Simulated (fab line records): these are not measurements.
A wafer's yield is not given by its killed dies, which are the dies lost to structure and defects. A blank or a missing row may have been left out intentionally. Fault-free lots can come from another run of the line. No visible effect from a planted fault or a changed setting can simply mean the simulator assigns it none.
The tool behind it: which one? / flow nandHarc / 12 lots with 36 wafers sampled at 6 steps, on a route of 1159 steps

== WHAT THE GAUGES READ, wafer by wafer ==
NHARC_END_SORT_01. Usual: defectLimitedYield 95.6 %, standard deviation 1.7; killedAtArray 27, standard deviation 11; killedAtOther 0.7, standard deviation 0.93; killedAtPeriphery 2.9, standard deviation 1.9; killedDies 30, standard deviation 11; killedOpen 3.1, standard deviation 1.7; killedShort 1.9, standard deviation 1.3; sort_bin_2_pct 1.4 %, standard deviation 0.68; sort_bin_3_pct 0.28 %, standard deviation 0.25; sort_bin_4_pct 2.8 %, standard deviation 1.1; sortNPass 647, standard deviation 11; sortRimYieldPct 95.4 %, standard deviation 2.7; sortYieldPct 95.6 %, standard deviation 1.7.
lot=L812; measured=day 22 02:30; on=prober-02; defectLimitedYield (%)=96.2 94.5 95.1; killedAtArray=25 35 30; killedAtOther=0 0 0; killedAtPeriphery=1 2 3; killedDies=26 37 33; killedOpen=4 3 7; killedShort=0 2 2; sort_bin_2_pct (%)=0.6 1.3 1.2; sort_bin_3_pct (%)=0.59 0.59 0.44; sort_bin_4_pct (%)=2.7 3.5 3.2; sortNPass=651 640 644; sortRimYieldPct (%)=93.4 96.2 90.6; sortYieldPct (%)=96.2 94.5 95.1; flag=

== WHAT TOOL EACH LOT RAN ON (gives the tool, then ch and the chambers of the sampled wafers, and finally the start) ==
lot=L800; NHARC_P_M2_ETCH_35=rieDiel-04 ch 0,3, day 6 03:41; NHARC_P_M2_PRE_CLEAN_30=pvdSputter-01, day 6 04:59 or earlier; NHARC_P_M2_ECD_22=ecdCu-01 ch 0,1, day 6 04:59; NHARC_P_M2_CMP_23=cmp-04 ch 0,1,2, day 6 05:44; NHARC_P_BONDPAD_CMP_32=cmp-02 ch 0,3, day 6 07:08
lot=L803; NHARC_P_M2_ETCH_35=rieDiel-13 ch 0,3, day 6 20:35; NHARC_P_M2_PRE_CLEAN_30=pvdSputter-03, day 6 21:59 or earlier; NHARC_P_M2_ECD_22=ecdCu-02 ch 0,1, day 6 21:59; NHARC_P_M2_CMP_23=cmp-04 ch 0,1,2, day 6 22:40; NHARC_P_BONDPAD_CMP_32=cmp-02 ch 0,1,2, day 7 00:09
lot=L801; NHARC_P_M2_ETCH_35=rieDiel-13 ch 0,2,3, day 7 02:37; NHARC_P_M2_PRE_CLEAN_30=pvdSputter-01, day 7 04:55 or earlier; NHARC_P_M2_ECD_22=ecdCu-01 ch 0,1, day 7 04:55; NHARC_P_M2_CMP_23=cmp-04 ch 0,1, day 7 05:44; NHARC_P_BONDPAD_CMP_32=cmp-02 ch 0,3, day 7 07:10
lot=L804; NHARC_P_M2_ETCH_35=rieDiel-13 ch 1,2,3, day 7 04:26; NHARC_P_M2_PRE_CLEAN_30=pvdSputter-01, day 7 05:51 or earlier; NHARC_P_M2_ECD_22=ecdCu-01 ch 0,1, day 7 05:51; NHARC_P_M2_CMP_23=cmp-02 ch 0,2, day 7 06:30; NHARC_P_BONDPAD_CMP_32=cmp-02 ch 0,1,2, day 7 07:59
lot=L805; NHARC_P_M2_ETCH_35=rieDiel-07 ch 1,3, day 7 10:31; NHARC_P_M2_PRE_CLEAN_30=pvdSputter-01, day 7 11:52 or earlier; NHARC_P_M2_ECD_22=ecdCu-01 ch 0,1, day 7 11:52; NHARC_P_M2_CMP_23=cmp-04 ch 0,1,2, day 7 12:32; NHARC_P_BONDPAD_CMP_32=cmp-01 ch 1,2,3, day 7 13:59
lot=L808; NHARC_P_M2_ETCH_35=rieDiel-13 ch 2,3, day 7 21:56; NHARC_P_M2_PRE_CLEAN_30=pvdSputter-03, day 7 23:18 or earlier; NHARC_P_M2_ECD_22=ecdCu-02 ch 0,1, day 7 23:18; NHARC_P_M2_CMP_23=cmp-03 ch 2,3, day 7 23:59; NHARC_P_BONDPAD_CMP_32=cmp-01 ch 1,2, day 8 01:35
lot=L810; NHARC_P_M2_ETCH_35=rieDiel-07 ch 0,1, day 8 09:47; NHARC_P_M2_PRE_CLEAN_30=pvdSputter-02, day 8 11:10 or earlier; NHARC_P_M2_ECD_22=ecdCu-01 ch 0,1, day 8 11:10; NHARC_P_M2_CMP_23=cmp-04 ch 0,1,3, day 8 11:50; NHARC_P_BONDPAD_CMP_32=cmp-04 ch 0,1,2, day 8 13:20
lot=L812; NHARC_P_M2_ETCH_35=rieDiel-13 ch 0,1,3, day 9 14:08; NHARC_P_M2_PRE_CLEAN_30=pvdSputter-03, day 9 15:31 or earlier; NHARC_P_M2_ECD_22=ecdCu-02 ch 0,1, day 9 15:31; NHARC_P_M2_CMP_23=cmp-04 ch 1,2,3, day 9 16:16; NHARC_P_BONDPAD_CMP_32=cmp-04 ch 0,1,2, day 9 17:51
lot=L814; NHARC_P_M2_ETCH_35=rieDiel-13 ch 0,1,2, day 9 21:46; NHARC_P_M2_PRE_CLEAN_30=pvdSputter-02, day 9 23:10 or earlier; NHARC_P_M2_ECD_22=ecdCu-02 ch 0,1, day 9 23:10; NHARC_P_M2_CMP_23=cmp-03 ch 0,3, day 9 23:47; NHARC_P_BONDPAD_CMP_32=cmp-04 ch 1,2,3, day 10 01:26
lot=L816; NHARC_P_M2_ETCH_35=rieDiel-04 ch 0,2,3, day 10 04:21; NHARC_P_M2_PRE_CLEAN_30=pvdSputter-01, day 10 05:39 or earlier; NHARC_P_M2_ECD_22=ecdCu-02 ch 0, day 10 05:39; NHARC_P_M2_CMP_23=cmp-04 ch 1,3, day 10 06:31; NHARC_P_BONDPAD_CMP_32=cmp-01 ch 0,2,3, day 10 07:59
lot=L821; NHARC_P_M2_ETCH_35=rieDiel-13 ch 1,2, day 11 10:19; NHARC_P_M2_PRE_CLEAN_30=pvdSputter-03, day 11 12:55 or earlier; NHARC_P_M2_ECD_22=ecdCu-01 ch 0,1, day 11 12:55; NHARC_P_M2_CMP_23=cmp-02 ch 2,3, day 11 13:41; NHARC_P_BONDPAD_CMP_32=cmp-01 ch 0,3, day 11 15:08
lot=L822; NHARC_P_M2_ETCH_35=rieDiel-07 ch 1,2,3, day 11 19:37; NHARC_P_M2_PRE_CLEAN_30=pvdSputter-02, day 11 21:03 or earlier; NHARC_P_M2_ECD_22=ecdCu-02 ch 0,1, day 11 21:03; NHARC_P_M2_CMP_23=cmp-02 ch 0,2,3, day 11 21:52; NHARC_P_BONDPAD_CMP_32=cmp-04 ch 0,1,3, day 11 23:16
- NHARC_P_M2_ETCH_35: etches the open film in N2/H2, target depth 40 nm, overetch 12 nm, time 43.94 s.
- NHARC_P_M2_PRE_CLEAN_30: time 30 s.
- NHARC_P_M2_ECD_22: material Cu, target thk 400 nm.
- NHARC_P_M2_CMP_23: polishes, t overpolish 20 s, target thk 144.3 nm.
- NHARC_P_BONDPAD_CMP_32: polishes SiCN, target thk 200 nm.

== WHAT THE TOOLS THEMSELVES READ (means of the sampled wafers that have a number; where no wafer has one, the mark that the record gives instead) ==
NHARC_P_M2_ETCH_35. Usual: drypumpMotorCurrentA 5.9 A, standard deviation 0.55; oesProductAu 1.000 a.u., standard deviation 0.006; rfVppV 432.6 V, standard deviation 2.3; showerheadPlenumPTorr 2.11 Torr, standard deviation 0.079; throttleValvePct 14.173 %, standard deviation 0.0086.
lot=L800; tool=rieDiel-04; drypumpMotorCurrentA (A)=6.2; oesProductAu (a.u.)=0.993; rfVppV (V)=431.0; showerheadPlenumPTorr (Torr)=2.06; throttleValvePct (%)=14.174; flag=
lot=L803; tool=rieDiel-13; drypumpMotorCurrentA (A)=6.3; oesProductAu (a.u.)=1.001; rfVppV (V)=435.5; showerheadPlenumPTorr (Torr)=2.19; throttleValvePct (%)=14.170; flag=
lot=L801; tool=rieDiel-13; drypumpMotorCurrentA (A)=6.3; oesProductAu (a.u.)=1.000; rfVppV (V)=434.0; showerheadPlenumPTorr (Torr)=2.18; throttleValvePct (%)=14.163; flag=
lot=L804; tool=rieDiel-13; drypumpMotorCurrentA (A)=6.0; oesProductAu (a.u.)=0.995; rfVppV (V)=432.0; showerheadPlenumPTorr (Torr)=2.12; throttleValvePct (%)=14.173; flag=
lot=L805; tool=rieDiel-07; drypumpMotorCurrentA (A)=5.0; oesProductAu (a.u.)=0.996; rfVppV (V)=431.8; showerheadPlenumPTorr (Torr)=2.09; throttleValvePct (%)=14.170; flag=
lot=L808; tool=rieDiel-13; drypumpMotorCurrentA (A)=6.1; oesProductAu (a.u.)=0.999; rfVppV (V)=435.1; showerheadPlenumPTorr (Torr)=2.18; throttleValvePct (%)=14.167; flag=
lot=L810; tool=rieDiel-07; drypumpMotorCurrentA (A)=5.2; oesProductAu (a.u.)=0.999; rfVppV (V)=433.2; showerheadPlenumPTorr (Torr)=2.12; throttleValvePct (%)=14.184; flag=
lot=L812; tool=rieDiel-13; drypumpMotorCurrentA (A)=6.3; oesProductAu (a.u.)=1.001; rfVppV (V)=432.6; showerheadPlenumPTorr (Torr)=2.13; throttleValvePct (%)=14.185; flag=
lot=L814; tool=rieDiel-13; drypumpMotorCurrentA (A)=6.3; oesProductAu (a.u.)=0.999; rfVppV (V)=433.0; showerheadPlenumPTorr (Torr)=2.11; throttleValvePct (%)=14.174; flag=
lot=L816; tool=rieDiel-04; drypumpMotorCurrentA (A)=6.0; oesProductAu (a.u.)=0.998; rfVppV (V)=430.5; showerheadPlenumPTorr (Torr)=2.03; throttleValvePct (%)=14.173; flag=
lot=L821; tool=rieDiel-13; drypumpMotorCurrentA (A)=6.0; oesProductAu (a.u.)=1.001; rfVppV (V)=431.8; showerheadPlenumPTorr (Torr)=2.10; throttleValvePct (%)=14.167; flag=
lot=L822; tool=rieDiel-07; drypumpMotorCurrentA (A)=5.0; oesProductAu (a.u.)=0.995; rfVppV (V)=431.3; showerheadPlenumPTorr (Torr)=2.07; throttleValvePct (%)=14.164; flag=

NHARC_P_M2_PRE_CLEAN_30. Usual: heaterPowerW 410 W, standard deviation 32; susceptorTempC 280.00 C, standard deviation 0.19.
lot=L800; tool=pvdSputter-01; heaterPowerW (W)=384; susceptorTempC (C)=279.98; flag=
lot=L803; tool=pvdSputter-03; heaterPowerW (W)=402; susceptorTempC (C)=280.05; flag=
lot=L801; tool=pvdSputter-01; heaterPowerW (W)=375; susceptorTempC (C)=280.07; flag=
lot=L804; tool=pvdSputter-01; heaterPowerW (W)=453; susceptorTempC (C)=280.15; flag=
lot=L805; tool=pvdSputter-01; heaterPowerW (W)=407; susceptorTempC (C)=279.95; flag=
lot=L808; tool=pvdSputter-03; heaterPowerW (W)=406; susceptorTempC (C)=280.00; flag=
lot=L810; tool=pvdSputter-02; heaterPowerW (W)=422; susceptorTempC (C)=280.07; flag=
lot=L812; tool=pvdSputter-03; heaterPowerW (W)=399; susceptorTempC (C)=280.20; flag=
lot=L814; tool=pvdSputter-02; heaterPowerW (W)=425; susceptorTempC (C)=279.83; flag=
lot=L816; tool=pvdSputter-01; heaterPowerW (W)=438; susceptorTempC (C)=280.04; flag=
lot=L821; tool=pvdSputter-03; heaterPowerW (W)=417; susceptorTempC (C)=280.02; flag=
lot=L822; tool=pvdSputter-02; heaterPowerW (W)=413; susceptorTempC (C)=280.00; flag=

NHARC_P_M2_CMP_23. Usual: motorCurrentA 12.4 A, standard deviation 1.3; timeToEndpointS 30.2 s, standard deviation 2.2.
lot=L800; tool=cmp-04; motorCurrentA (A)=12.5; timeToEndpointS (s)=29.6; flag=
lot=L803; tool=cmp-04; motorCurrentA (A)=12.4; timeToEndpointS (s)=28.6; flag=
lot=L801; tool=cmp-04; motorCurrentA (A)=12.7; timeToEndpointS (s)=28.0; flag=
lot=L804; tool=cmp-02; motorCurrentA (A)=13.0; timeToEndpointS (s)=30.6; flag=
lot=L805; tool=cmp-04; motorCurrentA (A)=12.6; timeToEndpointS (s)=27.3; flag=
lot=L808; tool=cmp-03; motorCurrentA (A)=13.5; timeToEndpointS (s)=26.7; flag=
lot=L810; tool=cmp-04; motorCurrentA (A)=12.1; timeToEndpointS (s)=21.5; flag=OFF
lot=L812; tool=cmp-04; motorCurrentA (A)=11.5; timeToEndpointS (s)=31.4; flag=
lot=L814; tool=cmp-03; motorCurrentA (A)=11.3; timeToEndpointS (s)=30.0; flag=
lot=L816; tool=cmp-04; motorCurrentA (A)=12.6; timeToEndpointS (s)=31.6; flag=
lot=L821; tool=cmp-02; motorCurrentA (A)=11.7; timeToEndpointS (s)=31.1; flag=
lot=L822; tool=cmp-02; motorCurrentA (A)=12.6; timeToEndpointS (s)=31.3; flag=

NHARC_P_BONDPAD_CMP_32. Usual: 12.4 A for motorCurrentA, sd 1.4.
lot=L800; tool=cmp-02; motorCurrentA (A)=12.9; flag=
lot=L803; tool=cmp-02; motorCurrentA (A)=13.3; flag=
lot=L801; tool=cmp-02; motorCurrentA (A)=12.9; flag=
lot=L804; tool=cmp-02; motorCurrentA (A)=13.1; flag=
lot=L805; tool=cmp-01; motorCurrentA (A)=11.9; flag=
lot=L808; tool=cmp-01; motorCurrentA (A)=13.0; flag=
lot=L810; tool=cmp-04; motorCurrentA (A)=12.4; flag=
lot=L812; tool=cmp-04; motorCurrentA (A)=12.6; flag=
lot=L814; tool=cmp-04; motorCurrentA (A)=12.1; flag=
lot=L816; tool=cmp-01; motorCurrentA (A)=12.9; flag=
lot=L821; tool=cmp-01; motorCurrentA (A)=11.9; flag=
lot=L822; tool=cmp-04; motorCurrentA (A)=12.2; flag=

== THE ANSWER, worked out from the rows above alone ==
Rule: lot off if the mean of its wafers having a number is beyond 3 standard deviations from the usual mean. A lot without any number at a reading at which 4 lots or more have one is off too. All remaining lots with rows at the step are treated as sound. First the gauges in route order, then the tools' own readings, where a lot's mean is used as printed above. At the first step where some lot is off, the reading lying furthest off is the one used; lots without a number count as furthest.
Off at NHARC_P_M2_CMP_23 (timeToEndpointS): L810.
If a tool, at that step or one of the process steps before it, ran each lot that is off and ran no sound lot following the first of them, it fits. With no start given for some of its lots, NHARC_P_M2_PRE_CLEAN_30 uses the hours and lot order of NHARC_P_M2_ECD_22. Not one of the candidates tried fits.

== WHAT THE SIMULATOR HAD INSERTED ==
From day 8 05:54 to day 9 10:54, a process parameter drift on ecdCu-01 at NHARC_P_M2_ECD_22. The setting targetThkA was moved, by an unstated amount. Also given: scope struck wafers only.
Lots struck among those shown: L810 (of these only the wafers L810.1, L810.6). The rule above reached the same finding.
